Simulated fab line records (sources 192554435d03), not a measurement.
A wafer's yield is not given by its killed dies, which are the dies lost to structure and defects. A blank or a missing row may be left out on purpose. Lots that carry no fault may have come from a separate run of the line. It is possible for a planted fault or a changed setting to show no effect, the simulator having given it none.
What tool caused it? | flow n5_finfet | 9 lots with 27 wafers sampled at 5 steps, on a route of 1938 steps

## WHAT THE GAUGES READ, wafer by wafer
N5_SDB_THK_MEAS_31.
lot  | measured    | on            | SDB_THK (nm)
L579 | day 5 03:50 | film_metro-02 | 63.7 63.0 65.6
L590 | day 7 18:56 | film_metro-02 | 62.2 64.2 61.7
L589 | day 7 19:31 | film_metro-02 | 63.8 63.7 65.0
L591 | day 8 02:30 | film_metro-01 | 61.0 61.1 64.6
L592 | day 8 09:30 | film_metro-02 | 64.1 62.9 62.9
L593 | day 8 16:56 | film_metro-01 | 64.0 63.5 65.2
L594 | day 8 21:16 | film_metro-02 | 62.8 62.5 63.3
L596 | day 9 10:03 | film_metro-01 | 65.0 62.5 62.6
L597 | day 9 15:14 | film_metro-02 | 63.9 64.8 63.3

N5_BEOL_M4_RC_MEAS_101.
lot  | measured     | on        | DIBL_N (mV/V)  | DIBL_P (mV/V)  | IOFF_N (nA/um)    | IOFF_N_85C (nA/um) | IOFF_N_LIN (nA/um)   | IOFF_N_LONG (nA/um)          | IOFF_P (nA/um) | ION_N (uA/um) | ION_P (uA/um) | SS_N (mV/dec)  | SS_P (mV/dec)  | VT_N (mV)   | VT_N_LONG (mV)    | VT_P (mV)      | VT_P_LVT (mV)
L579 | day 8 20:27  | prober-01 | 34.0 35.5 32.7 | 34.1 35.7 32.4 | 0.12 0.15 0.11    | 2.5 2.9 2.2        | 0.062 0.068 0.054    | 5.86e-05 5.81e-05 5.83e-05   | 0.20 0.21 0.18 | 665 666 669   | 465 461 468   | 70.5 70.8 70.6 | 73.1 73.2 72.9 | 253 251 256 | 272.9 273.1 272.3 | -249 -247 -252 | -97 -97 -99
L590 | day 11 05:26 | prober-02 | 37.4 33.9 36.0 | 38.7 33.8 36.8 | 37.91 25.07 33.25 | 306.3 217.0 274.2  | 17.170 12.385 15.634 | 0.011124 0.011096 0.01122    | 0.27 0.20 0.24 | 979 968 967   | 475 476 469   | 71.9 70.7 71.6 | 73.0 72.2 73.1 | 95 101 96   | 122.8 122.4 121.8 | -241 -248 -244 | -243 -247 -245
L589 | day 11 16:39 | prober-02 | 36.4 34.2 34.8 | 34.9 32.6 34.5 | 31.44 23.47 28.95 | 251.3 199.0 240.0  | 13.977 10.879 13.214 | 0.0098606 0.0099757 0.010167 | 0.19 0.16 0.19 | 961 916 940   | 457 451 459   | 71.6 71.2 70.7 | 72.7 71.4 73.0 | 99 104 101  | 125.3 124.1 122.7 | -251 -251 -252 | -250 -254 -251
L591 | day 11 13:49 | prober-02 | 36.2 38.6 35.8 | 33.6 36.5 33.4 | 26.69 35.11 27.28 | 221.3 278.9 225.1  | 12.252 15.143 12.631 | 0.009278 0.0096045 0.0094589 | 0.19 0.23 0.19 | 947 968 934   | 451 464 456   | 71.1 71.7 71.4 | 72.5 73.8 73.3 | 103 100 102 | 126.2 124.4 126.1 | -255 -248 -254 | -252 -252 -251
L592 | day 11 21:50 | prober-01 | 37.7 37.0 38.1 | 38.2 36.0 37.4 | 0.18 0.15 0.19    | 3.4 3.0 3.5        | 0.082 0.071 0.083    | 5.57e-05 5.68e-05 5.66e-05   | 0.22 0.20 0.23 | 687 668 676   | 465 461 464   | 71.7 72.2 72.0 | 73.5 73.6 73.1 | 249 250 250 | 276.0 275.1 270.9 | -252 -255 -248 | -97 -97 -96
L593 | day 12 04:56 | prober-01 | 36.5 36.2 35.5 | 37.0 36.8 34.7 | 0.16 0.15 0.13    | 3.1 3.1 2.6        | 0.073 0.070 0.060    | 5.53e-05 5.39e-05 5.47e-05   | 0.20 0.20 0.17 | 669 665 661   | 462 460 452   | 72.3 71.2 71.5 | 73.6 73.7 73.0 | 251 251 256 | 274.1 276.1 276.0 | -249 -251 -253 | -101 -100 -103
L594 | day 12 09:29 | prober-01 | 36.9 33.8 36.6 | 37.1 33.7 37.1 | 0.16 0.11 0.16    | 3.2 2.3 3.1        | 0.073 0.056 0.072    | 4.98e-05 4.92e-05 4.93e-05   | 0.18 0.13 0.17 | 670 662 682   | 454 446 459   | 71.6 70.9 71.5 | 73.1 72.7 73.2 | 251 256 249 | 277.7 277.4 280.2 | -258 -262 -258 | -102 -107 -105
L596 | day 13 07:39 | prober-01 | 34.2 37.2 36.9 | 32.7 37.0 36.4 | 0.10 0.15 0.14    | 2.2 2.9 2.8        | 0.051 0.068 0.064    | 5.08e-05 5e-05 5.04e-05      | 0.14 0.19 0.19 | 656 667 666   | 455 456 463   | 70.4 71.2 71.6 | 71.8 72.6 72.9 | 257 251 252 | 279.5 278.9 281.6 | -254 -253 -255 | -106 -103 -103
L597 | day 13 10:01 | prober-01 | 37.9 39.1 39.1 | 38.5 41.1 41.7 | 0.19 0.23 0.25    | 3.5 4.2 4.4        | 0.082 0.101 0.107    | 5.55e-05 5.43e-05 5.58e-05   | 0.23 0.28 0.29 | 687 697 708   | 466 472 478   | 71.7 73.3 72.5 | 74.6 74.0 74.3 | 248 245 243 | 273.7 275.8 274.5 | -249 -248 -248 | -99 -96 -96

## WHICH TOOL RAN EACH LOT (tool, then ch and the chambers of the sampled wafers, then the start)
lot  | N5_HKMG_FIN_ETCH_58               | N5_HKMG_FIN_STRIP_93              | N5_HKMG_FIN_ALD_36
L579 | rie_diel-02 ch 1,2, day 5 05:53   | rie_diel-02 ch 1,2, day 5 06:19   | ald_metal-04 ch 0,2,3, day 5 07:57
L590 | rie_diel-06 ch 0,3, day 7 20:47   | rie_diel-06 ch 0,3, day 7 21:13   | ald_metal-04 ch 0,1,2, day 7 22:38
L589 | rie_diel-06 ch 0,2,3, day 7 21:44 | rie_diel-06 ch 0,2,3, day 7 22:10 | ald_metal-04 ch 0,1,2, day 7 23:34
L591 | rie_diel-02 ch 0,3, day 8 04:28   | rie_diel-02 ch 0,3, day 8 04:53   | ald_metal-03 ch 0,2,3, day 8 06:21
L592 | rie_diel-04 ch 2,3, day 8 11:40   | rie_diel-04 ch 2,3, day 8 12:05   | ald_metal-04 ch 2,3, day 8 13:47
L593 | rie_diel-06 ch 0,2, day 8 18:53   | rie_diel-06 ch 0,2, day 8 19:19   | ald_metal-01 ch 0,3, day 8 20:43
L594 | rie_diel-02 ch 0,1,2, day 8 23:38 | rie_diel-02 ch 0,1,2, day 9 00:04 | ald_metal-04 ch 0,3, day 9 01:30
L596 | rie_diel-02 ch 0,2,3, day 9 12:00 | rie_diel-02 ch 0,2,3, day 9 12:25 | ald_metal-03 ch 0,1,3, day 9 13:56
L597 | rie_diel-04 ch 2,3, day 9 17:23   | rie_diel-04 ch 2,3, day 9 17:49   | ald_metal-01 ch 0,2, day 9 19:28
- N5_HKMG_FIN_ETCH_58: etches SOC in N2/H2, target depth 215.8 nm, time 741 s.
- N5_HKMG_FIN_STRIP_93: strips SOC in N2/H2, time 20 s.
- N5_HKMG_FIN_ALD_36: deposits TiN, target thk 1 nm, pulse time 1 s, purge time 3 s.

## WHAT THE TOOLS THEMSELVES READ (means of the sampled wafers that have a number; where no wafer has one, the mark that the record gives instead)
N5_HKMG_FIN_ETCH_58.
lot  | tool        | bias_w (W) | chamber_pressure_mTorr (mTorr) | drypump_motor_current_A (A) | oes_product_au (a.u.) | rf_fwd_power_W (W) | rf_vpp_V (V) | showerhead_plenum_p_Torr (Torr) | throttle_valve_pct (%)
L579 | rie_diel-02 | 12.99      | 30.001                         | 5.2                         | 0.74                  | 873.4              | 99.7         | 2.57                            | 17.87
L590 | rie_diel-06 | -          | -                              | -                           | -                     | -                  | -            | -                               | -
L589 | rie_diel-06 | -          | -                              | -                           | -                     | -                  | -            | -                               | -
L591 | rie_diel-02 | -          | -                              | -                           | -                     | -                  | -            | -                               | -
L592 | rie_diel-04 | 13.01      | 30.011                         | 6.2                         | 0.72                  | 872.0              | 98.6         | 2.47                            | 17.89
L593 | rie_diel-06 | 13.04      | 29.953                         | 5.8                         | 0.69                  | 870.7              | 98.7         | 2.52                            | 17.99
L594 | rie_diel-02 | 13.01      | 29.996                         | 5.3                         | 0.76                  | 875.1              | 99.4         | 2.58                            | 17.97
L596 | rie_diel-02 | 13.01      | 30.033                         | 5.4                         | 0.80                  | 873.4              | 99.1         | 2.59                            | 17.87
L597 | rie_diel-04 | 13.02      | 29.984                         | 6.2                         | 0.71                  | 874.5              | 99.0         | 2.46                            | 17.90

N5_HKMG_FIN_STRIP_93.
lot  | tool        | chamber_pressure_mTorr (mTorr) | drypump_motor_current_A (A) | oes_product_au (a.u.) | rf_fwd_power_W (W) | rf_vpp_V (V) | showerhead_plenum_p_Torr (Torr) | temp_c (C) | throttle_valve_pct (%)
L579 | rie_diel-02 | 49.99                          | 5.2                         | 0.74                  | 496.2              | 53.7         | 3.39                            | 40.01      | 19.14
L590 | rie_diel-06 | 49.94                          | 6.0                         | 0.68                  | 493.6              | 54.0         | 3.38                            | 39.99      | 19.26
L589 | rie_diel-06 | 49.98                          | 5.7                         | 0.70                  | 497.5              | 53.6         | 3.30                            | 39.95      | 19.28
L591 | rie_diel-02 | 50.01                          | 5.5                         | 0.87                  | 496.1              | 54.3         | 3.46                            | 40.08      | 19.09
L592 | rie_diel-04 | 50.01                          | 6.1                         | 0.72                  | 495.6              | 53.8         | 3.26                            | 40.09      | 19.04
L593 | rie_diel-06 | 49.93                          | 5.7                         | 0.69                  | 495.7              | 53.4         | 3.33                            | 39.98      | 19.28
L594 | rie_diel-02 | 49.97                          | 5.3                         | 0.77                  | 496.8              | 54.3         | 3.40                            | 40.01      | 19.17
L596 | rie_diel-02 | 50.00                          | 5.4                         | 0.80                  | 495.9              | 54.9         | 3.42                            | 39.93      | 19.13
L597 | rie_diel-04 | 50.03                          | 6.2                         | 0.71                  | 495.4              | 54.2         | 3.25                            | 39.98      | 19.07

N5_HKMG_FIN_ALD_36.
lot  | tool         | heater_power_w (W) | precursor_pulse_height_rel
L579 | ald_metal-04 | 793                | 1.010
L590 | ald_metal-04 | 818                | 0.993
L589 | ald_metal-04 | 829                | 1.009
L591 | ald_metal-03 | 867                | 1.008
L592 | ald_metal-04 | 781                | 1.015
L593 | ald_metal-01 | 909                | 1.005
L594 | ald_metal-04 | 747                | 1.002
L596 | ald_metal-03 | 901                | 1.028
L597 | ald_metal-01 | 940                | 0.974

## THE ANSWER, worked out from the rows above alone
Rule: usual is defined by the lots themselves. Put in order of their means at a reading, lots are off if they are a third of the lots or fewer, leave a main group of 4 or more, and stand apart from it by a gap of 3 or more times the standard deviation of the main group's means; of several such gaps the widest counts. A main group is skipped when, at the precision printed for the reading in the tables above, its means are all equal. A lot without any number at a reading at which 4 lots or more have one is off too. The other lots that the step has rows for count as sound. Order of review: gauges by route order, followed by the tools' own readings, for which a lot's mean as printed above is used. The first step at which some lot is off is used, and at that step the reading that is off furthest; a lot without a number counts as furthest.
Off: L590, L589, L591, at N5_BEOL_M4_RC_MEAS_101 (IOFF_N_LONG). Mean 5.41e-05 nA/um and standard deviation 3.2e-06 in the main group.
If a tool, at a process step before that reading, ran all the lots that are off and no sound lot after the first of them, it fits. Not tried: the gauges at N5_BEOL_M4_RC_MEAS_101; whatever is off there is also off at N5_HKMG_FIN_ETCH_58, on other tools, and gauge error can't account for it. Not one of the candidates tried fits.

## WHAT HAD BEEN PUT IN BY THE SIMULATOR
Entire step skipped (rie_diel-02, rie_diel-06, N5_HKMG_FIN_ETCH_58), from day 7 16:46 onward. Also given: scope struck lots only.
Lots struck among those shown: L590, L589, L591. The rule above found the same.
